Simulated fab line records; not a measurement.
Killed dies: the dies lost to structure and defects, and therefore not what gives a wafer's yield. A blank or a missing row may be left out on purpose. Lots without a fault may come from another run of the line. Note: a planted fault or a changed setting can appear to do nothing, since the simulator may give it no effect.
Matching of chambers -- flow n5_finfet -- N5_BEOL_M14_VIA_ETCH_16 on rie_diel-05 has 4 sister chambers
The step etches SiO2 in C4F8/O2/Ar, target depth 1231.3 nm. 22 wafers are shown with their chamber, then 11 later ones without.

## WAFERS, EACH WITH ITS CHAMBER
wafer,chamber,drypump_motor_current_A (A),rf_vpp_V (V),throttle_valve_pct (%)
L075.4,3,5.0,2206,31.10
L075.5,0,5.1,2226,31.32
L075.6,3,5.0,2206,31.10
L074.2,3,5.0,2205,31.09
L074.3,2,6.7,2177,31.26
L074.4,1,5.8,2276,30.89
L078.2,0,5.1,2225,31.32
L078.3,3,5.0,2205,31.10
L078.4,2,6.7,2176,31.26
L079.1,1,5.8,2279,30.87
L079.2,0,5.1,2225,31.32
L079.6,1,5.8,2277,30.86
L083.1,3,5.0,2204,31.12
L083.4,1,5.8,2277,30.88
L083.5,2,6.7,2176,31.28
L084.2,2,6.7,2176,31.27
L084.3,1,5.8,2277,30.87
L084.6,2,6.8,2176,31.27
L085.2,2,6.7,2175,31.27
L085.4,3,5.0,2205,31.09
L085.5,1,5.8,2277,30.87
L089.1,0,5.1,2225,31.36

SIGNATURES (averages over the wafers above)
reading,chamber 0,chamber 1,chamber 2,chamber 3,scatter within a chamber
drypump_motor_current_A,5.100,5.800,6.717,5.000,0.0215
rf_vpp_V,2225.25,2277.17,2176.00,2205.17,0.761
throttle_valve_pct,31.3300,30.8733,31.2683,31.1000,0.0121
Rule: for each reading, subtract the chamber's mean from the wafer's reading, divide by that reading's scatter and square the result; add these up over the readings and take the root, which gives the wafer's distance from the chamber. If the next closest chamber is less than 2 further off than the closest, the wafer can't be placed; otherwise it belongs to the closest. The scatter: take each reading less its chamber's mean, square it, sum over the shown wafers, divide by the number of wafers less the number of chambers, and take the root.

## WAFERS WITHOUT THEIR CHAMBER
wafer,drypump_motor_current_A (A),rf_vpp_V (V),throttle_valve_pct (%)
L089.2,6.7,2174,31.28
L089.3,5.0,2205,31.12
L087.3,6.8,2175,31.28
L087.5,5.8,2277,30.88
L087.6,5.1,2223,31.33
L091.2,5.1,2224,31.37
L091.5,6.7,2174,31.28
L091.6,5.0,2203,31.11
L095.2,5.0,2204,31.13
L095.5,5.8,2276,30.89
L095.6,5.1,2224,31.34

## WHICH CHAMBER EACH ONE RAN IN
wafer,from the rows above,in truth
L089.2,2,2
L089.3,3,3
L087.3,2,2
L087.5,1,1
L087.6,0,0
L091.2,0,0
L091.5,2,2
L091.6,3,3
L095.2,3,3
L095.5,1,1
L095.6,0,0
Placed correctly: 11 of 11. Can't be placed from these rows: 0. Placed wrongly: 0.
